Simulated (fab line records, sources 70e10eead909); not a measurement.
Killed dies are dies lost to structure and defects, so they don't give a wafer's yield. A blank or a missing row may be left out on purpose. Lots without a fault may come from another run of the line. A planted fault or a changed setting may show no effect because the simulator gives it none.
Chamber matching | flow nand_harc | NHARC_A_CONTACT_DEP_29 on pecvd-02: 3 sister chambers
The step deposits SiON, target thk 100 nm. 14 wafers are shown with their chamber, then 6 later ones without.

WAFERS WITH THEIR CHAMBER
wafer  | chamber | heater_power_w (W)
L968.1 | 2       | 756
L968.2 | 1       | 946
L968.6 | 2       | 779
L967.1 | 0       | 767
L967.3 | 1       | 895
L967.5 | 1       | 887
L977.2 | 1       | 866
L977.4 | 1       | 889
L977.5 | 2       | 798
L978.2 | 1       | 917
L978.5 | 2       | 666
L978.6 | 0       | 752
L979.4 | 1       | 870
L979.5 | 0       | 778

SIGNATURES (means of the wafers above)
reading        | chamber 0 | chamber 1 | chamber 2 | scatter within a chamber
heater_power_w | 765.67    | 895.71    | 749.75    | 37.2
Rule: a wafer's distance from a chamber is the root of the sum, over the readings, of the square of ((its reading less the chamber's mean) divided by the reading's scatter). The wafer belongs to the nearest chamber; if the next one is less than 2 further off, it can't be placed. The scatter: the root of (the sum of the squares of (reading less its chamber's mean) over the shown wafers, divided by (wafers less chambers)).

WAFERS WITHOUT THEIR CHAMBER
wafer  | heater_power_w (W)
L979.6 | 807
L981.2 | 733
L981.4 | 736
L981.5 | 856
L980.4 | 832
L980.6 | 813

WHICH CHAMBER EACH WENT THROUGH
wafer  | from the rows above          | in truth
L979.6 | can't be placed: 0 or 2 or 1 | 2
L981.2 | can't be placed: 2 or 0      | 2
L981.4 | can't be placed: 2 or 0      | 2
L981.5 | can't be placed: 1 or 0 or 2 | 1
L980.4 | can't be placed: 1 or 0 or 2 | 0
L980.6 | can't be placed: 0 or 2 or 1 | 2
Placed correctly: 0 of 6. Can't be placed from these rows: 6 (the true chamber is among the candidates in 6). Placed wrongly: 0.
